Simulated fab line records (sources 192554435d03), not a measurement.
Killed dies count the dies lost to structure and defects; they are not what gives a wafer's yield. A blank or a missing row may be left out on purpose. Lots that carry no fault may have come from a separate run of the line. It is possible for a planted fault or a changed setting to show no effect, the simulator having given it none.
A struck lot beside a sound one :: flow n5Finfet :: 37 out of 1938 route steps
Sound: the wafers L411.3, L411.6. The struck wafers were L401.3, L401.5, L401.6. The cause is named last.
Order at every step that has rows: each side's tool, ch and its chambers, its first start. Under that, the readings that differ: sound wafers :: struck wafers :: difference of the means :: sigmas: that difference in standard deviations of wafers without a fault.
alike: readings whose means differ by less than 2 such deviations, and words and numbers that are the same on both sides. not compared: withheld readings, readings that some wafer has no value for, bounds like >300 that may hide the same value, and numbers for which the record gives no deviation and whose values overlap.
Wherever a step has rows on one side only, a row that says differs or no value, or a row with sigmas, the two part there. Numbers that have no deviation but don't overlap get no sigmas and don't part them. A reading that every wafer of one side lacks parts them only if that side has two wafers or more.

first, 9 steps without rows for these wafers: N5_BEOL_M4_ANNEAL_95 (time 240 s); N5_BEOL_M4_SPUTTER_96 (material Cu, target thk 4.5 nm, time 8.29 s); N5_BEOL_M4_ECD_50 (material Cu, target thk 300 nm); N5_BEOL_M4_ANNEAL_51 (time 90 s); N5_BEOL_M4_CMP_52 (polishes, stops on SiOC, t overpolish 6.8 s, target thk 40 nm); N5_BEOL_M4_PRE_CLEAN_60 (time 15 s); N5_BEOL_M4_CO_CAP_55 (material Co, precursor CCTBA/H2, target thk 2 nm, time 102.1 s); N5_BEOL_M4_PRE_CLEAN_56 (time 15 s); N5_BEOL_M4_DEP_57 (deposits SiCN from 3MS/NH3, target thk 8 nm, time 14 s).
N5_BEOL_M4_RC_MEAS_101:
  sound on prober-02 ch 0, day 13 06:39; struck on prober-02 ch 0, day 11 05:58
  alike: DIBL_N, DIBL_P, IOFF_N, IOFF_P, ION_N, ION_P, SS_N, SS_P, VT_N, VT_P
then, 24 steps without rows for these wafers: N5_BEOL_M5_ILD_DEP_00 (deposits SiCOH lowk from DEMS/porogen, target thk 140.64 nm, time 25.9 s); N5_BEOL_M5_CURE_79 (cures SiCOH lowk, time 240 s); N5_BEOL_M5_PECVD_70 (deposits SiO2 from TEOS/O2, target thk 16 nm, time 18 s); N5_BEOL_M5_HM_DEP_02 (deposits TiN, target thk 20 nm); N5_BEOL_M5_COAT_59 (time 60 s, resist thk 60 nm); N5_BEOL_M5_COAT_60 (time 60 s, resist thk 12 nm); N5_BEOL_M5_COAT_71 (time 60 s, resist thk 5 nm); N5_BEOL_M5_COAT_05 (resist thk 30 nm); N5_BEOL_M5_EBR_07; N5_BEOL_M5_SOFTBAKE_06 (time 60 s); N5_BEOL_M5_EXPOSE_08 (exposes mask M5, target cd 28 nm); N5_BEOL_M5_PEB_09 (peb time 60 s); N5_BEOL_M5_DEVELOP_10 (develop time 30 s); N5_BEOL_M5_DESCUM_16 (chemistry O2, time 7 s); N5_BEOL_M5_ETCH_72 (etches underlayer in N2/H2, target depth 6.5 nm, time 5.2 s); N5_BEOL_M5_ETCH_61 (etches SiARC in CF4, target depth 15.6 nm, time 26 s); N5_BEOL_M5_ETCH_62 (etches SOC in N2/H2, target depth 75 nm, overetch 15 nm, time 112.5 s); N5_BEOL_M5_STRIP_63 (strips in N2/H2); N5_BEOL_M5_STRIP_73 (strips in N2/H2); N5_BEOL_M5_STRIP_64 (strips in CF4); N5_BEOL_M5_HM_OPEN_17 (chemistry Cl2/BCl3, target TiN, target depth 20 nm, overetch 6 nm); N5_BEOL_M5_STRIP_19 (strips in O2); N5_BEOL_M5_COAT_65 (time 60 s, resist thk 60 nm); N5_BEOL_M5_COAT_66 (time 60 s, resist thk 12 nm).
-- here the record skips 3 days between the struck wafers' starts before and after, leaving off in module BEOL_M5 and picking up in module BEOL_M11 (first step shown: number 1573 of the route) --
N5_BEOL_M11_ETCH_66: etches SOC in N2/H2, target depth 120 nm, overetch 24 nm, time 180 s.
  sound on rieDiel-01 ch 0,2, day 15 23:47; struck on rieDiel-01 ch 1,3, day 14 05:49
  no value came back on the struck wafers for any of 7 readings (biasW (W), chamberPressureMTorr (mTorr) and others); on the sound wafers biasW (W) reads 149.6 149.6
reading: model.CAR-ArF_of_BEOL_M11_COAT_22.thkNm (nm)
sound: 0 0
struck: 55.8 56 55.6
difference: +55.8
sigmas: 

reading: model.SiARC_of_BEOL_M11_COAT_64.thkNm (nm)
sound: 22.2 22.8
struck: 30 30.2 30.2
difference: +8
sigmas: 
  not compared: rfHoursCounterH
N5_BEOL_M11_VIA_ETCH_34: etches SiCOH lowk in C4F6/O2, target depth 184.5 nm, time 69.2 s.
  sound on rieDiel-01 ch 0,2, day 15 23:55; struck on rieDiel-01 ch 1,3, day 14 05:57
reading: oesProductAu (a.u.)
sound: 0.96 0.83
struck: 0.31 0.31 0.36
difference: -0.57
sigmas: -6

reading: throttleValvePct (%)
sound: 21.04 20.95
struck: 20.15 20.16 20.76
difference: -0.64
sigmas: -2
  alike: C4F6_flow_sccm, O2_flow_sccm, drypumpMotorCurrentA, oes_ar_750_au, oes_o_777_au, rfVppV, showerheadPlenumPTorr
  not compared: rfHoursCounterH
-- a jump in the record: the struck wafers' starts before and after are 2 days apart (it breaks off in module BEOL_M11 and resumes in module PASSIVATION, where the first step shown is number 1936 of the route) --
N5_PASSIVATION_PROBE_49:
  struck on prober-01, day 16 11:40; sound on prober-02, day 17 22:59
reading: defectLimitedYield (%)
sound: 90.6 92.5
struck: 0 0 0
difference: -92
sigmas: -65

reading: killed_at_M4_up
sound: 21 14
struck: 1095 1105 1100
difference: +1082
sigmas: +99 or more

reading: killedDies
sound: 111 89
struck: 1180 1180 1180
difference: +1080
sigmas: +64

reading: killedOnRim
sound: 21 17
struck: 152 152 152
difference: +133
sigmas: +33

reading: sort_bin_5_function (%)
sound: 5.2 4.7
struck: 96.4 97.1 97.2
difference: +92.0
sigmas: +98

reading: sortNPass
sound: 1069 1091
struck: 0 0 0
difference: -1080
sigmas: -45

reading: sortYieldPct (%)
sound: 90.6 92.5
struck: 0 0 0
difference: -92
sigmas: -46
  alike: killed_at_M0_to_M3, killedAtContacts, killedAtFrontEnd, killedAtOther, killedOpen, killedShort, sort_bin_6_memory

WHERE THEY PART
Earliest at N5_BEOL_M11_ETCH_66; latest, in this record, at N5_PASSIVATION_PROBE_49.

WHY: what the simulator had put in
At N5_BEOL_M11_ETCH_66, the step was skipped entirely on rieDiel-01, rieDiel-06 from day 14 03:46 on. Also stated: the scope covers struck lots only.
